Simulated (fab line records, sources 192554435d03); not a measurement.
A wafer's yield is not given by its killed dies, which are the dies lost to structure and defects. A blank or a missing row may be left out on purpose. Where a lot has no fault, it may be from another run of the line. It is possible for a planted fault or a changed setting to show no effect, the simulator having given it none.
A lot that was struck, set against a sound lot || flow n5_finfet || 37 out of 1938 route steps
Sound: the wafers L534.1, L534.2, L534.5. Struck: wafers L535.1, L535.4, L535.5. At the end, the cause is stated.
At each step with rows: each side's tool, then ch and its chambers, then its first start. Under that, the readings that differ: sound wafers || struck wafers || difference of the means || sigmas: that difference in standard deviations of wafers without a fault.
alike: a reading whose means differ by less than 2 such deviations, as well as words and numbers matching on both sides. not compared: withheld readings; readings where some wafer has no value; bounds like >300 that might hide an equal value; numbers whose values overlap and for which the record gives no deviation.
A row with sigmas, a row that says differs or no value, or rows on one side alone: a step with any of these is where the two part. Non-overlapping numbers with no deviation appear without sigmas and do not part them. A reading that every wafer of one side lacks parts them only if that side has two wafers or more.

first, 9 steps without rows for these wafers: N5_BEOL_M4_ANNEAL_95 (time 240 s); N5_BEOL_M4_SPUTTER_96 (material Cu, target thk 4.5 nm, time 8.29 s); N5_BEOL_M4_ECD_50 (material Cu, target thk 300 nm); N5_BEOL_M4_ANNEAL_51 (time 90 s); N5_BEOL_M4_CMP_52 (polishes, stops on SiOC, t overpolish 6.8 s, target thk 40 nm); N5_BEOL_M4_PRE_CLEAN_60 (time 15 s); N5_BEOL_M4_CO_CAP_55 (material Co, precursor CCTBA/H2, target thk 2 nm, time 102.1 s); N5_BEOL_M4_PRE_CLEAN_56 (time 15 s); N5_BEOL_M4_DEP_57 (deposits SiCN from 3MS/NH3, target thk 8 nm, time 14 s).
N5_BEOL_M4_RC_MEAS_101:
  sound on prober-01 ch 0, day 13 00:51; struck on prober-01 ch 0, day 13 07:44
  alike: DIBL_N, DIBL_P, IOFF_N, IOFF_P, ION_N, ION_P, SS_N, SS_P, VT_N, VT_P
then, 24 steps without rows for these wafers: N5_BEOL_M5_ILD_DEP_00 (deposits SiCOH lowk from DEMS/porogen, target thk 140.64 nm, time 25.9 s); N5_BEOL_M5_CURE_79 (cures SiCOH lowk, time 240 s); N5_BEOL_M5_PECVD_70 (deposits SiO2 from TEOS/O2, target thk 16 nm, time 18 s); N5_BEOL_M5_HM_DEP_02 (deposits TiN, target thk 20 nm); N5_BEOL_M5_COAT_59 (time 60 s, resist thk 60 nm); N5_BEOL_M5_COAT_60 (time 60 s, resist thk 12 nm); N5_BEOL_M5_COAT_71 (time 60 s, resist thk 5 nm); N5_BEOL_M5_COAT_05 (resist thk 30 nm); N5_BEOL_M5_EBR_07; N5_BEOL_M5_SOFTBAKE_06 (time 60 s); N5_BEOL_M5_EXPOSE_08 (exposes mask M5, target cd 28 nm); N5_BEOL_M5_PEB_09 (peb time 60 s); N5_BEOL_M5_DEVELOP_10 (develop time 30 s); N5_BEOL_M5_DESCUM_16 (chemistry O2, time 7 s); N5_BEOL_M5_ETCH_72 (etches underlayer in N2/H2, target depth 6.5 nm, time 5.2 s); N5_BEOL_M5_ETCH_61 (etches SiARC in CF4, target depth 15.6 nm, time 26 s); N5_BEOL_M5_ETCH_62 (etches SOC in N2/H2, target depth 75 nm, overetch 15 nm, time 112.5 s); N5_BEOL_M5_STRIP_63 (strips in N2/H2); N5_BEOL_M5_STRIP_73 (strips in N2/H2); N5_BEOL_M5_STRIP_64 (strips in CF4); N5_BEOL_M5_HM_OPEN_17 (chemistry Cl2/BCl3, target TiN, target depth 20 nm, overetch 6 nm); N5_BEOL_M5_STRIP_19 (strips in O2); N5_BEOL_M5_COAT_65 (time 60 s, resist thk 60 nm); N5_BEOL_M5_COAT_66 (time 60 s, resist thk 12 nm).
N5_BEOL_M5_ECD_50: material Cu, target thk 300 nm.
  sound on ecd_cu-02 ch 0,1, day 13 13:31; struck on ecd_cu-02 ch 0,1, day 13 18:50
N5_BEOL_M5_CMP_52: polishes, stops on SiCOH lowk, t overpolish 6.9 s, target thk 62 nm.
  sound on cmp-02 ch 0,1, day 13 13:54; struck on cmp-01 ch 0,1, day 13 19:22
{"reading": "time_to_endpoint_s (s)", "sound": "65.2 64.1 66.4", "struck": "0.0 0.0 1.1", "difference": -64.9, "sigmas": -25}
  alike: edge_zone_pressure_frac, motor_current_A, slurry_filter_dp_kPa
-- record jumps: 4 days separate the struck wafers' starts on either side; left off in module BEOL_M5, taken up again in module PASSIVATION, whose first shown step is the route's number 1936 --
N5_PASSIVATION_PROBE_49:
  sound on prober-02 at day 17 22:56; struck on prober-02 at day 17 19:05
{"reading": "defect_limited_yield (%)", "sound": "90.9 91.3 91.8", "struck": "0 0 0", "difference": -91, "sigmas": -54}
{"reading": "killed_at_M4_up", "sound": "16 6 18", "struck": "1105 1118 1117", "difference": "+1100", "sigmas": "+99 or more"}
{"reading": "killed_dies", "sound": "107 103 97", "struck": "1180 1180 1180", "difference": "+1078", "sigmas": "+54"}
{"reading": "killed_on_rim", "sound": "17 11 15", "struck": "152 152 152", "difference": "+138", "sigmas": "+32"}
{"reading": "sort_bin_5_function (%)", "sound": "5.3 4.8 4.9", "struck": "96.5 97.5 97.0", "difference": "+92.0", "sigmas": "+84"}
{"reading": "sort_n_pass", "sound": "1073 1077 1083", "struck": "0 0 0", "difference": -1078, "sigmas": -54}
{"reading": "sort_yield_pct (%)", "sound": "90.9 91.3 91.8", "struck": "0 0 0", "difference": -91, "sigmas": -54}
  alike: killed_at_M0_to_M3, killed_at_contacts, killed_at_front_end, killed_at_other, killed_open, killed_short, sort_bin_6_memory

WHERE THEY PART
At N5_BEOL_M5_CMP_52 first; at N5_PASSIVATION_PROBE_49 last (within this record only).

WHY: the cause the simulator had injected
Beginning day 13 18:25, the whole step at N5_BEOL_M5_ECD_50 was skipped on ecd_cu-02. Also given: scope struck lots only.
